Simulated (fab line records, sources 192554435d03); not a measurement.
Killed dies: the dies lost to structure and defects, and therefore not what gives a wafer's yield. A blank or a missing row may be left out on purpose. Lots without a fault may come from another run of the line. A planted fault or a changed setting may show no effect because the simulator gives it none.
Matching of chambers + flow n5Finfet + 3 sister chambers for N5_BEOL_M0_SAQP_PECVD_03 on pecvd-04
The step deposits SiCN from 3MS/NH3, target thk 12 nm, time 21.1 s. 6 wafers are shown with their chamber, then 12 later ones without.

WAFERS WITH THEIR CHAMBER
| wafer  | chamber | throttleValvePct (%) | showerheadPlenumPTorr (Torr) |
|--------|---------|----------------------|------------------------------|
| L081.6 | 1       | 10.4                 | 3.661                        |
| L086.1 | 0       | 9.4                  | 3.673                        |
| L086.5 | 0       | 9.6                  | 3.666                        |
| L087.1 | 2       | 8.9                  | 3.652                        |
| L087.4 | 1       | 10.0                 | 3.662                        |
| L087.5 | 2       | 8.8                  | 3.639                        |

WAFERS MISSING THEIR CHAMBER
| wafer  | throttleValvePct (%) | showerheadPlenumPTorr (Torr) |
|--------|----------------------|------------------------------|
| L088.1 | 10.4                 | 3.652                        |
| L088.3 | 9.3                  | 3.663                        |
| L088.6 | 10.1                 | 3.658                        |
| L094.2 | 9.1                  | 3.649                        |
| L094.4 | 10.0                 | 3.655                        |
| L094.6 | 8.7                  | 3.647                        |
| L095.1 | 8.8                  | 3.648                        |
| L095.3 | 9.4                  | 3.673                        |
| L095.5 | 8.8                  | 3.644                        |
| L097.2 | 8.9                  | 3.649                        |
| L097.3 | 9.3                  | 3.655                        |
| L097.4 | 9.7                  | 3.656                        |

EACH ONE'S CHAMBER
| wafer  | from the rows above     | in truth |
|--------|-------------------------|----------|
| L088.1 | 1                       | 1        |
| L088.3 | 0                       | 0        |
| L088.6 | 1                       | 1        |
| L094.2 | 2                       | 2        |
| L094.4 | 1                       | 1        |
| L094.6 | 2                       | 2        |
| L095.1 | 2                       | 2        |
| L095.3 | 0                       | 0        |
| L095.5 | 2                       | 2        |
| L097.2 | 2                       | 2        |
| L097.3 | can't be placed: 0 or 2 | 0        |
| L097.4 | can't be placed: 0 or 1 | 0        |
Placed correctly: 10 of 12. Unplaceable from these rows: 2, with the true chamber sitting among the candidates in 2. Wrongly placed: 0.
How it was worked out, from the rows above alone: a wafer's distance from a chamber is the root of the sum, over the readings, of the square of ((its reading less the chamber's mean) divided by the reading's scatter). The wafer belongs to the nearest chamber; if the next one is less than 2 further off, it can't be placed. Each chamber's mean is taken over the wafers shown for it. The scatter: take each reading less its chamber's mean, square it, sum over the shown wafers, divide by the number of wafers less the number of chambers, and take the root.
